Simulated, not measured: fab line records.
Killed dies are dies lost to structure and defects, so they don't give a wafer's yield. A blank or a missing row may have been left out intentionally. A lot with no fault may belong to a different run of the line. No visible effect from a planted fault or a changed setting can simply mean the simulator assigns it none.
One fault through the eyes of 2 desks || flow n5-finfet || every desk sees just its own numbers, and what lay behind them comes last

## THE TOOL OWNER'S DESK: cvd-co-01
The tool's own readings at N5_BEOL_M11_CVD_75 (deposits Co from CCTBA/H2, target thk 2 nm, time 138.9 s): means of the sampled wafers that have a number, for each lot that ran on this tool. A lot is out of limits, marked OUT, if its mean lies more than 4 standard deviations from the usual mean; the brackets give that distance.
Columns: A = run-length-s at N5_BEOL_M11_CVD_75, usual 161.7 s
{"lot": "L580", "first seen here": "day 12 23:08", "A": 161.6}
{"lot": "L582", "first seen here": "day 13 02:31", "A": 161.6}
{"lot": "L583", "first seen here": "day 13 18:48", "A": 161.8}
{"lot": "L591", "first seen here": "day 16 13:07", "A": 160.7}
{"lot": "L593", "first seen here": "day 17 19:43", "A": 160.7}
This desk found nothing out of limits on any of the 5 lots.

## FROM THE METROLOGY DESK
What the gauges read for every lot (on any tool): the sampled wafers with a number, averaged. A lot is out of limits, marked OUT, if its mean lies more than 4 standard deviations from the usual mean; the brackets give that distance.
Columns: A = cd-nm at N5_BEOL_M11_CD_MEAS_18, usual 70.1 nm
{"lot": "L580", "first seen here": "day 12 19:26", "A": 69.9}
{"lot": "L582", "first seen here": "day 12 20:19", "A": 70.2}
{"lot": "L579", "first seen here": "day 12 20:28", "A": 70.1}
{"lot": "L581", "first seen here": "day 12 20:46", "A": 69.8}
{"lot": "L583", "first seen here": "day 13 14:09", "A": 70.6}
{"lot": "L591", "first seen here": "day 16 10:11", "A": 70.1}
{"lot": "L597", "first seen here": "day 17 12:55", "A": 69.8}
{"lot": "L593", "first seen here": "day 17 15:10", "A": 70.0}
{"lot": "L596", "first seen here": "day 18 01:14", "A": 69.6}
{"lot": "L595", "first seen here": "day 18 03:04", "A": 70.3}
{"lot": "L599", "first seen here": "day 18 19:31", "A": 69.7}
This desk found nothing out of limits on any of the 11 lots.

## BROUGHT TOGETHER
The desk of the tool owner found nothing out of limits.
At the metrology desk, nothing out of limits was observed.

## WHAT THE SIMULATOR HAD PUT IN
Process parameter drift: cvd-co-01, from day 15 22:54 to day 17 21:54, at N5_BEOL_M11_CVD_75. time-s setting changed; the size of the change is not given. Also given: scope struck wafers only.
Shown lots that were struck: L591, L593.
